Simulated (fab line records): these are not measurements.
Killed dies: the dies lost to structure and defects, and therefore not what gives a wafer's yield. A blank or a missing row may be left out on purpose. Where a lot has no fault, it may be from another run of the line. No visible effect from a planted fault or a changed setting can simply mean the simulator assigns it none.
Split-lot study ; flow n5-finfet ; route with 1938 steps; 7 lots, 21 wafers read

== ABOUT THE SPLIT ==
At N5_BEOL_M2_ETCH_70 (etches SOC in N2/H2, target depth 80 nm, overetch 24 nm, time 130 s), the setting source-w was moved away from the recipe's 840 W on 4 of the 21 wafers read, by -12.7% to +15.5%. All remaining wafers had this setting at the recipe value.

The split's own step is where the reading is taken.

== THE READING ==
rf-vpp-V, in V, at N5_BEOL_M2_ETCH_70 (etches SOC in N2/H2, target depth 80 nm, overetch 24 nm, time 130 s). Typical for fault-free wafers on this fab line: 525.5 V, with standard deviation 2 V.

wafer;tool, chamber at the split;source-w as run, W;against the recipe;rf-vpp-V, V;against lot-mates on the recipe
L074.2;rie-diel-01, 3;840;recipe;526.1;-
L074.4;rie-diel-01, 0;840;recipe;528.5;-
L074.6;rie-diel-01, 3;840;recipe;526.0;-
L076.1;rie-diel-04, 0;840;recipe;525.1;-
L076.2;rie-diel-04, 3;840;recipe;527.0;-
L076.4;rie-diel-04, 1;840;recipe;525.5;-
L077.1;rie-diel-01, 0;840;recipe;530.1;-
L077.2;rie-diel-01, 1;970.2;+15.5%;501.7;-28.4
L077.6;rie-diel-01, 0;970.2;+15.5%;505.3;-24.8
L085.1;rie-diel-01, 0;840;recipe;527.5;-
L085.5;rie-diel-01, 0;840;recipe;527.5;-
L085.6;rie-diel-01, 3;733.3;-12.7%;549.8;+22.3
L089.1;rie-diel-06, 1;840;recipe;525.9;-
L089.3;rie-diel-06, 3;840;recipe;520.4;-
L089.6;rie-diel-06, 2;840;recipe;526.9;-
L096.1;rie-diel-04, 1;840;recipe;525.7;-
L096.4;rie-diel-04, 2;840;recipe;523.1;-
L096.5;rie-diel-04, 1;840;recipe;525.1;-
L095.1;rie-diel-01, 1;840;recipe;526.6;-
L095.2;rie-diel-01, 0;840;recipe;527.7;-
L095.6;rie-diel-01, 2;766.8;-8.7%;542.4;+15.2

FIT RESULTS
A straight line over all 21 wafers: rf-vpp-V changes by -1.6 V for each +1% of source-w; r = -0.97; the points scatter about the line by 2.3 V.
The same after taking each lot's own level away (the mean of its wafers on the recipe; 21 wafers): -1.73 V for each +1%; r = -0.99; scatter 1.5 V.
Per that fit: largest source-w move, reading shift of 27 V.
From 524.40 to 530.10 V: that is the span of the lots' own levels, equal to 2.9 times the standard deviation above.
Consequently the slope shifts little with the lot-to-lot level, the two slopes agreeing.
Check: -25.8 V against its lot-mates is what the line predicts for one of the wafers moved furthest among these (+15.5%) when that wafer is left out of the fit. It came out at -28.4 V against them.
Tool readings at the split's step, against how far the setting was moved: rf-vpp-V r = -0.97.

== OTHER SPLITS ON THESE WAFERS ==
Other splits were also applied to these wafers ahead of the reading. Each is held against what the fit with the lots' levels taken away leaves over:
other split on the same wafers;wafers away from the commonest value;r with rf-vpp-V (lot level and that fit taken away)
N5_BEOL_M2_EXPOSE_08 dose-mj;10;+0.03
N5_BEOL_M2_EXPOSE_25 dose-mj;5;-0.12

== THE FILE'S OWN FIT ==
rf-vpp-V changes by -1.74 V for each +1% of source-w, r = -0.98.
